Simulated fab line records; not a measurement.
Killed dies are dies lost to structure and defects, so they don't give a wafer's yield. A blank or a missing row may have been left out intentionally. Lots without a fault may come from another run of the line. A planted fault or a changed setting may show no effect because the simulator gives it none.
Which of the tools did it? ; flow nandHarc ; 72 wafers from 24 lots sampled at 6 of the route's 1159 steps

== WHAT THE GAUGES SHOWED, per wafer ==
NHARC_A_M0_INSPECT_27. Usual: rawDefectCount reads 440 (standard deviation 180).
lot;measured;on;rawDefectCount;flag
L075;day 17 19:40;defectInspect-02;369 489 645;
L074;day 17 21:26;defectInspect-02;376 531 334;
L077;day 18 02:17;defectInspect-02;341 508 536;
L076;day 18 03:00;defectInspect-01;402 272 366;
L078;day 18 17:25;defectInspect-02;360 495 583;
L080;day 19 04:44;defectInspect-01;298 310 448;
L079;day 19 13:37;defectInspect-01;240 365 330;
L082;day 19 14:09;defectInspect-01;382 356 382;
L081;day 19 14:29;defectInspect-01;434 384 457;
L084;day 19 22:38;defectInspect-01;303 347 328;
L083;day 20 02:31;defectInspect-02;293 381 285;
L085;day 20 14:29;defectInspect-01;347 326 329;
L087;day 20 14:49;defectInspect-01;540 343 430;
L086;day 20 17:37;defectInspect-02;460 693 579;
L088;day 20 19:14;defectInspect-01;412 308 250;
L090;day 21 15:14;defectInspect-01;496 345 340;
L089;day 21 16:23;defectInspect-02;349 442 479;
L092;day 21 20:28;defectInspect-01;561 351 272;
L091;day 22 04:14;defectInspect-02;397 374 490;
L093;day 22 08:43;defectInspect-02;707 987 819;
L094;day 22 09:41;defectInspect-02;898 1037 744;
L096;day 22 14:41;defectInspect-02;251 327 329;
L097;day 22 16:03;defectInspect-02;508 467 365;
L095;day 22 19:18;defectInspect-02;291 335 272;

NHARC_A_M1_INSPECT_27. Usual: rawDefectCount reads 405 (standard deviation 93).
lot;measured;on;rawDefectCount;flag
L075;day 17 23:49;defectInspect-02;297 438 418;
L074;day 18 01:40;defectInspect-01;535 416 442;
L077;day 18 06:52;defectInspect-01;404 320 497;
L076;day 18 07:22;defectInspect-01;420 495 384;
L078;day 18 21:47;defectInspect-01;312 508 347;
L080;day 19 08:57;defectInspect-02;291 329 542;
L079;day 19 18:26;defectInspect-01;323 355 415;
L082;day 19 18:46;defectInspect-01;354 429 305;
L081;day 19 20:35;defectInspect-02;473 419 296;
L084;day 20 02:49;defectInspect-01;424 470 336;
L083;day 20 06:49;defectInspect-01;517 548 455;
L085;day 20 19:32;defectInspect-02;431 288 433;
L087;day 20 19:59;defectInspect-01;452 591 430;
L086;day 20 21:40;defectInspect-02;483 345 266;
L088;day 20 23:24;defectInspect-01;280 286 326;
L090;day 21 19:25;defectInspect-02;506 374 557;
L089;day 21 20:33;defectInspect-02;462 413 324;
L092;day 22 00:37;defectInspect-02;505 389 439;
L091;day 22 08:39;defectInspect-01;504 351 286;
L093;day 22 12:54;defectInspect-02;489 337 294;
L094;day 22 13:52;defectInspect-02;217 318 332;
L096;day 22 19:00;defectInspect-02;329 360 368;
L097;day 22 20:52;defectInspect-02;495 516 537;
L095;day 22 23:35;defectInspect-02;431 346 465;

== TOOL THAT RAN EACH LOT (tool first, then ch and the chambers of the sampled wafers, then the start) ==
lot;NHARC_A_BLC_CMP_25;NHARC_A_M0_DESCUM_14;NHARC_A_M0_STRIP_18;NHARC_A_M0_DEP_32
L075;cmp-02 ch 1,2,3, day 17 15:47;rieDiel-10 ch 1,2,3, day 17 17:10;rieDiel-12 ch 0,2,3, day 17 17:32;pecvd-02 ch 1,2, day 17 19:48
L074;cmp-03 ch 0,2, day 17 17:25;rieDiel-04 ch 1,3, day 17 18:55;rieDiel-10 ch 0,1,3, day 17 19:20;pecvd-04 ch 0,1, day 17 21:40
L077;cmp-03 ch 0,2, day 17 22:08;rieDiel-04 ch 2,3, day 17 23:37;rieDiel-10 ch 0,1,3, day 18 00:01;pecvd-01 ch 0,1, day 18 02:49
L076;cmp-03 ch 0,1,2, day 17 22:58;rieDiel-04 ch 0,2,3, day 18 00:31;rieDiel-10 ch 1,2,3, day 18 00:56;pecvd-01 ch 1,2, day 18 03:09
L078;cmp-02 ch 0,1,2, day 18 13:22;rieDiel-10 ch 0,2,3, day 18 14:47;rieDiel-04 ch 1,2,3, day 18 15:15;pecvd-02 ch 0,1, day 18 17:55
L080;cmp-03 ch 0,1,2, day 19 00:44;rieDiel-12 ch 0,1,3, day 19 02:14;rieDiel-04 ch 0,2,3, day 19 02:38;pecvd-04 ch 0,1, day 19 04:56
L079;cmp-03 ch 2,3, day 19 09:35;rieDiel-04 ch 2,3, day 19 11:05;rieDiel-10 ch 1,2, day 19 11:27;pecvd-01 ch 0,1, day 19 13:48
L082;cmp-02 ch 0,1, day 19 10:03;rieDiel-04 ch 1,2, day 19 11:39;rieDiel-10 ch 0,1,2, day 19 12:05;pecvd-02 ch 0,2, day 19 14:23
L081;cmp-04 ch 0,1, day 19 10:10;rieDiel-12 ch 1,2, day 19 11:49;rieDiel-04 ch 1,2,3, day 19 12:14;pecvd-01 ch 0,2, day 19 14:41
L084;cmp-02 ch 0,1,2, day 19 18:25;rieDiel-04 ch 1,2,3, day 19 19:53;rieDiel-10 ch 0,1,3, day 19 20:17;pecvd-04 ch 1,2, day 19 22:50
L083;cmp-02 ch 1,2,3, day 19 22:05;rieDiel-10 ch 0,1,2, day 19 23:34;rieDiel-04 ch 0,2,3, day 19 23:57;pecvd-02 ch 1,2, day 20 02:39
L085;cmp-03 ch 1,2,3, day 20 10:21;rieDiel-12 ch 0,1,2, day 20 11:51;rieDiel-10 ch 1,2,3, day 20 12:15;pecvd-04 ch 0,1,2, day 20 14:38
L087;cmp-04 ch 2,3, day 20 10:34;rieDiel-10 ch 1,2,3, day 20 12:04;rieDiel-12 ch 0,1,3, day 20 12:36;pecvd-02 ch 0,1, day 20 14:58
L086;cmp-04 ch 1,2,3, day 20 13:34;rieDiel-12 ch 1,2,3, day 20 15:04;rieDiel-10 ch 2,3, day 20 15:26;pecvd-01 ch 0,1,2, day 20 17:48
L088;cmp-04 ch 0,1,2, day 20 14:42;rieDiel-10 ch 0,1,2, day 20 16:13;rieDiel-10 ch 0,2,3, day 20 16:35;pecvd-01 ch 0,1, day 20 19:26
L090;cmp-03 ch 1,2,3, day 21 11:11;rieDiel-04 ch 1,3, day 21 12:41;rieDiel-10 ch 0,1,2, day 21 13:05;pecvd-01 ch 0,1,2, day 21 15:23
L089;cmp-02 ch 1,3, day 21 12:22;rieDiel-04 ch 0,1,3, day 21 13:51;rieDiel-10 ch 1,2,3, day 21 14:16;pecvd-01 ch 0,1, day 21 16:32
L092;cmp-04 ch 2,3, day 21 16:20;rieDiel-10 ch 2,3, day 21 17:50;rieDiel-12 ch 0,3, day 21 18:12;pecvd-02 ch 0,2, day 21 20:39
L091;cmp-03 ch 0,1,3, day 22 00:24;rieDiel-04 ch 1,2,3, day 22 01:44;rieDiel-12 ch 2,3, day 22 02:07;pecvd-01 ch 0,1,2, day 22 04:28
L093;cmp-02 ch 0,1,2, day 22 04:51;rieDiel-12 ch 0,1,3, day 22 06:13;rieDiel-04 ch 0,1,3, day 22 06:37;pecvd-02 ch 0,1,2, day 22 08:55
L094;cmp-03 ch 1,2,3, day 22 05:32;rieDiel-12 ch 0,1,3, day 22 07:12;rieDiel-10 ch 0,1,3, day 22 07:37;pecvd-01 ch 0,2, day 22 09:52
L096;cmp-04 ch 0,3, day 22 10:40;rieDiel-04 ch 0,2,3, day 22 12:11;rieDiel-10 ch 0,3, day 22 12:33;pecvd-01 ch 0,1,2, day 22 14:56
L097;cmp-04 ch 0,1,2, day 22 12:13;rieDiel-04 ch 0,1, day 22 13:35;rieDiel-10 ch 1,2, day 22 13:58;pecvd-01 ch 0,2, day 22 16:56
L095;cmp-04 ch 0,3, day 22 15:05;rieDiel-10 ch 1,2, day 22 16:35;rieDiel-04 ch 1,2,3, day 22 16:57;pecvd-04 ch 0,1, day 22 19:39
- NHARC_A_BLC_CMP_25: polishes, t overpolish 30 s, target thk 150 nm.
- NHARC_A_M0_DESCUM_14: chemistry O2, time 3 s.
- NHARC_A_M0_STRIP_18: strips in N2/H2.
- NHARC_A_M0_DEP_32: deposits SiCN, target thk 30 nm.

== WHAT THE TOOLS THEMSELVES READ (means of the sampled wafers that have a number; where no wafer has one, the mark that the record gives instead) ==
NHARC_A_BLC_CMP_25. Usual: motorCurrentA 11.6 A, standard deviation 0.98; overpolishRunS 30.000 s, standard deviation 0.0087; timeToEndpointS 29 s, standard deviation 3.3.
lot;tool;motorCurrentA (A);overpolishRunS (s);timeToEndpointS (s);flag
L075;cmp-02;11.5;30.001;30;
L074;cmp-03;11.9;30.002;31;
L077;cmp-03;12.2;29.994;28;
L076;cmp-03;12.3;30.001;27;
L078;cmp-02;12.0;29.996;34;
L080;cmp-03;12.2;29.998;23;
L079;cmp-03;12.0;30.004;29;
L082;cmp-02;12.5;29.992;34;
L081;cmp-04;11.7;29.989;27;
L084;cmp-02;11.8;29.995;33;
L083;cmp-02;11.7;29.997;31;
L085;cmp-03;11.6;29.999;27;
L087;cmp-04;10.7;30.001;30;
L086;cmp-04;10.5;30.002;28;
L088;cmp-04;11.0;30.010;30;
L090;cmp-03;11.9;29.994;28;
L089;cmp-02;12.3;30.001;34;
L092;cmp-04;10.8;30.002;33;
L091;cmp-03;12.4;30.010;23;
L093;cmp-02;11.5;30.000;35;
L094;cmp-03;11.9;30.002;27;
L096;cmp-04;10.5;30.006;28;
L097;cmp-04;11.0;29.990;30;
L095;cmp-04;10.7;30.000;29;

NHARC_A_M0_DESCUM_14. Usual: drypumpMotorCurrentA 5.5 A (standard deviation 0.4); mfcArSccm 0.011 sccm (standard deviation 0.012); o2FlowSccm 200.1 sccm (standard deviation 0.52); oesProductAu 1.002 a.u. (standard deviation 0.018); rfVppV 57.8 V (standard deviation 0.83); showerheadPlenumPTorr 1.92 Torr (standard deviation 0.064); throttleValvePct 11.312 % (standard deviation 0.0087).
lot;tool;drypumpMotorCurrentA (A);mfcArSccm (sccm);o2FlowSccm (sccm);oesProductAu (a.u.);rfVppV (V);showerheadPlenumPTorr (Torr);throttleValvePct (%);flag
L075;rieDiel-10;5.2;0.013;200.0;1.009;58.1;1.93;11.311;
L074;rieDiel-04;6.0;0.000;200.1;0.987;58.0;1.92;11.312;
L077;rieDiel-04;5.4;0.011;199.8;0.989;57.8;1.90;11.305;
L076;rieDiel-04;5.5;0.018;199.9;0.999;57.4;1.91;11.308;
L078;rieDiel-10;5.3;0.008;199.9;1.000;57.0;1.94;11.316;
L080;rieDiel-12;5.6;0.010;199.8;1.013;57.7;1.94;11.314;
L079;rieDiel-04;5.4;0.011;200.0;0.993;57.2;1.90;11.316;
L082;rieDiel-04;5.8;0.006;199.8;0.978;57.7;1.89;11.313;
L081;rieDiel-12;5.8;0.007;200.6;1.022;58.3;1.90;11.318;
L084;rieDiel-04;5.7;0.006;200.4;0.994;57.4;1.91;11.320;
L083;rieDiel-10;5.3;0.006;199.9;0.992;57.2;1.95;11.310;
L085;rieDiel-12;5.5;0.014;200.2;1.024;58.5;1.94;11.309;
L087;rieDiel-10;5.2;0.013;200.1;1.013;58.4;1.93;11.315;
L086;rieDiel-12;5.6;0.006;200.4;1.003;57.6;1.88;11.310;
L088;rieDiel-10;5.3;0.006;200.0;0.997;57.9;1.95;11.312;
L090;rieDiel-04;6.0;0.000;199.4;0.983;56.5;1.91;11.315;
L089;rieDiel-04;5.8;0.012;200.0;0.984;58.3;1.91;11.308;
L092;rieDiel-10;5.2;0.015;199.7;1.017;58.1;1.92;11.318;
L091;rieDiel-04;5.7;0.006;199.9;0.979;57.9;1.90;11.308;
L093;rieDiel-12;5.6;0.010;200.0;1.007;57.7;1.93;11.310;
L094;rieDiel-12;5.6;0.010;200.0;1.017;57.7;1.93;11.305;
L096;rieDiel-04;5.5;0.018;200.6;0.988;57.1;1.90;11.319;
L097;rieDiel-04;5.8;0.024;200.4;1.001;57.6;1.90;11.308;
L095;rieDiel-10;5.1;0.007;200.6;1.007;57.5;2.00;11.306;

NHARC_A_M0_STRIP_18. Usual: drypumpMotorCurrentA 5.4 A (standard deviation 0.34); mfcArSccm 0.011 sccm (standard deviation 0.011); oesProductAu 1.001 a.u. (standard deviation 0.017); powerW 1000.2 W (standard deviation 2.9); rfVppV 90.6 V (standard deviation 0.92); showerheadPlenumPTorr 2.04 Torr (standard deviation 0.077); throttleValvePct 14.171 % (standard deviation 0.0089).
lot;tool;drypumpMotorCurrentA (A);mfcArSccm (sccm);oesProductAu (a.u.);powerW (W);rfVppV (V);showerheadPlenumPTorr (Torr);throttleValvePct (%);flag
L075;rieDiel-12;5.3;0.013;1.000;999.9;90.8;2.04;14.175;
L074;rieDiel-10;5.4;0.012;0.992;1000.7;90.2;2.00;14.165;
L077;rieDiel-10;5.4;0.012;1.001;1000.0;90.5;2.00;14.167;
L076;rieDiel-10;5.2;0.013;1.007;998.6;90.7;2.06;14.172;
L078;rieDiel-04;5.7;0.006;0.993;1003.0;90.2;2.03;14.165;
L080;rieDiel-04;5.5;0.018;1.001;999.2;90.7;2.03;14.171;
L079;rieDiel-10;5.1;0.007;1.004;998.5;91.8;2.13;14.173;
L082;rieDiel-10;5.3;0.006;0.986;1002.3;90.8;2.08;14.178;
L081;rieDiel-04;5.7;0.006;0.994;999.6;89.5;2.03;14.169;
L084;rieDiel-10;5.4;0.012;1.001;1002.3;89.7;2.00;14.170;
L083;rieDiel-04;5.5;0.018;0.996;1000.0;90.1;2.03;14.169;
L085;rieDiel-10;5.2;0.013;1.004;1002.1;90.4;2.06;14.170;
L087;rieDiel-12;5.6;0.010;1.014;997.3;91.3;2.06;14.168;
L086;rieDiel-10;5.1;0.009;1.013;1002.2;90.7;2.12;14.167;
L088;rieDiel-10;5.3;0.008;1.003;999.6;90.5;2.07;14.180;
L090;rieDiel-10;5.3;0.006;0.989;1000.3;90.9;2.08;14.172;
L089;rieDiel-10;5.2;0.013;1.006;1003.2;91.4;2.06;14.173;
L092;rieDiel-12;5.4;0.009;1.002;998.5;90.9;2.04;14.171;
L091;rieDiel-12;5.3;0.009;1.004;997.1;90.4;1.98;14.167;
L093;rieDiel-04;5.8;0.012;0.991;1002.4;90.7;2.04;14.165;
L094;rieDiel-10;5.4;0.012;1.000;1002.7;90.1;2.00;14.172;
L096;rieDiel-10;5.5;0.007;0.995;996.7;89.7;2.01;14.178;
L097;rieDiel-10;5.1;0.007;1.006;1002.9;90.8;2.13;14.165;
L095;rieDiel-04;5.7;0.006;0.974;999.2;90.3;2.03;14.168;

NHARC_A_M0_DEP_32. Usual: chamberPressureTorr 3.000 Torr, standard deviation 0.0068; heaterPowerW 618 W, standard deviation 99.
lot;tool;chamberPressureTorr (Torr);heaterPowerW (W);flag
L075;pecvd-02;3.002;649;
L074;pecvd-04;2.995;690;
L077;pecvd-01;3.002;508;
L076;pecvd-01;3.010;578;
L078;pecvd-02;2.996;616;
L080;pecvd-04;3.003;681;
L079;pecvd-01;2.997;471;
L082;pecvd-02;2.998;693;
L081;pecvd-01;2.998;597;
L084;pecvd-04;3.005;630;
L083;pecvd-02;3.006;583;
L085;pecvd-04;3.001;672;
L087;pecvd-02;3.003;652;
L086;pecvd-01;2.998;619;
L088;pecvd-01;2.993;521;
L090;pecvd-01;3.000;563;
L089;pecvd-01;3.001;484;
L092;pecvd-02;3.002;648;
L091;pecvd-01;3.001;602;
L093;pecvd-02;3.000;622;
L094;pecvd-01;2.998;580;
L096;pecvd-01;2.991;618;
L097;pecvd-01;3.001;684;
L095;pecvd-04;3.006;669;

== THE ANSWER, worked out from the rows above alone ==
Rule: a lot counts as off when the mean over its wafers that have a number is more than 3 standard deviations away from the usual mean. A lot without any number at a reading at which 4 lots or more have one is off too. Any other lot the step has rows for is counted as sound. The gauges are gone through in route order, then the tools' own readings, and for those a lot's mean is taken as printed above. The first step at which some lot is off is used, and at that step the reading that is off furthest; a lot without a number counts as furthest.
None of the lots is off at any reading shown; this tells nothing.

== WHAT WAS PUT IN BY THE SIMULATOR ==
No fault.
